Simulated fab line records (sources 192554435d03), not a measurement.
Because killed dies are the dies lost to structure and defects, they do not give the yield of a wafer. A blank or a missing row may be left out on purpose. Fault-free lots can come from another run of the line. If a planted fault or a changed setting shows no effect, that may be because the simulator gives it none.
A single fault, viewed from 2 desks | flow n5-finfet | each desk holds nothing but its own numbers, with what lay behind them at the end

== FOR THE TOOL OWNER'S DESK: pecvd-04 ==
The tool's own readings at N5_FIN_SAQP_HM_DEP_03 (deposits SiNx from SiH4/NH3/N2, target thk 38 nm, time 33.6 s): means of the sampled wafers that have a number, for each lot that ran on this tool. Any lot whose mean is over 4 standard deviations away from the usual mean is out of limits and marked OUT; that distance is given in the brackets.
Columns: A = heater-power-w at N5_FIN_SAQP_HM_DEP_03, usual 774 W; B = showerhead-plenum-p-Torr at N5_FIN_SAQP_HM_DEP_03, usual 5.11 Torr; C = throttle-valve-pct at N5_FIN_SAQP_HM_DEP_03, usual 41 %
lot  | first seen here | A   | B    | C
L232 | day 3 03:12     | 732 | 5.05 | 42
L235 | day 3 20:58     | 732 | 5.08 | 36
L240 | day 5 04:01     | 761 | 5.08 | 42
L244 | day 6 02:46     | 807 | 5.06 | 38
This desk's verdict: no lot among the 4 shows anything out of limits.

== THE METROLOGY DESK ==
What the gauges read, lot by lot, whatever tool the lot ran on: means of the sampled wafers that have a number. Any lot whose mean is over 4 standard deviations away from the usual mean is out of limits and marked OUT; that distance is given in the brackets. Readings shown: 7 out of 11 (the first out of limits, and those lying furthest out on some lot).
Columns: A = thk-nm at N5_FIN_SAQP_THK_MEAS_05, usual 38.1 nm; B = DIBL_N at N5_BEOL_M4_RC_MEAS_101, usual 36.3 mV/V; C = DIBL_P at N5_BEOL_M4_RC_MEAS_101, usual 36.2 mV/V; D = IOFF_N at N5_BEOL_M4_RC_MEAS_101, usual 0.16 nA/um; E = IOFF_P at N5_BEOL_M4_RC_MEAS_101, usual 0.21 nA/um; F = ION_N at N5_BEOL_M4_RC_MEAS_101, usual 673 uA/um; G = VT_P at N5_BEOL_M4_RC_MEAS_101, usual -251 mV
lot  | first seen here | A               | B    | C    | D    | E    | F   | G
L227 | day 1 20:59     | 38.2            | 35.5 | 34.5 | 0.15 | 0.21 | 680 | -251
L228 | day 2 02:56     | 38.1            | 37.2 | 36.8 | 0.15 | 0.22 | 675 | -253
L229 | day 2 08:43     | 37.7            | 34.2 | 34.8 | 0.14 | 0.17 | 662 | -252
L230 | day 2 15:24     | 38.7            | 35.4 | 35.1 | 0.15 | 0.18 | 667 | -253
L231 | day 2 21:07     | 38.6            | 37.9 | 38.1 | 0.18 | 0.26 | 672 | -246
L232 | day 3 03:17     | 38.0            | 34.1 | 34.1 | 0.13 | 0.20 | 667 | -249
L233 | day 3 08:35     | 38.2            | 39.8 | 39.6 | 0.25 | 0.28 | 682 | -247
L235 | day 3 21:04     | 38.0            | 35.3 | 33.0 | 0.13 | 0.18 | 665 | -252
L240 | day 5 04:07     | 34.3 (-8.8) OUT | 37.6 | 37.5 | 0.17 | 0.20 | 670 | -256
L244 | day 6 02:51     | 35.1 (-6.9) OUT | 37.2 | 34.9 | 0.15 | 0.21 | 667 | -252
L247 | day 6 20:54     | 38.0            | 35.8 | 36.0 | 0.14 | 0.16 | 671 | -259
L248 | day 7 03:35     | 38.1            | 37.5 | 36.3 | 0.16 | 0.20 | 678 | -254
L249 | day 7 08:35     | 37.9            | 36.1 | 35.4 | 0.13 | 0.17 | 663 | -254
L250 | day 7 14:59     | 38.0            | 38.7 | 40.4 | 0.22 | 0.27 | 697 | -248
This desk's finding: out of limits on L240, L244; first on L240, day 5 04:07 (thk-nm at N5_FIN_SAQP_THK_MEAS_05). L227, L228, L229, L230, L231, L232, L233, L235, L247, L248, L249, L250: within limits.

== BROUGHT TOGETHER ==
Metrology desk: alarm possible at day 5 04:07 on L240, L244.
Nothing out of limits was seen by the tool owner's desk.
The tool owner's desk has L240, L244 on record, within its limits.
All the named lots went through N5_FIN_SAQP_HM_DEP_03 on pecvd-04.

== WHAT THE SIMULATOR PUT IN ==
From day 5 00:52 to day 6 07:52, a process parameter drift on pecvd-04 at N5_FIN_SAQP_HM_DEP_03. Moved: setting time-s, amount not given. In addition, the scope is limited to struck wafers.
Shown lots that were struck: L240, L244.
Hours from the fault's start to each desk's first reading out of limits: the metrology desk, 3.
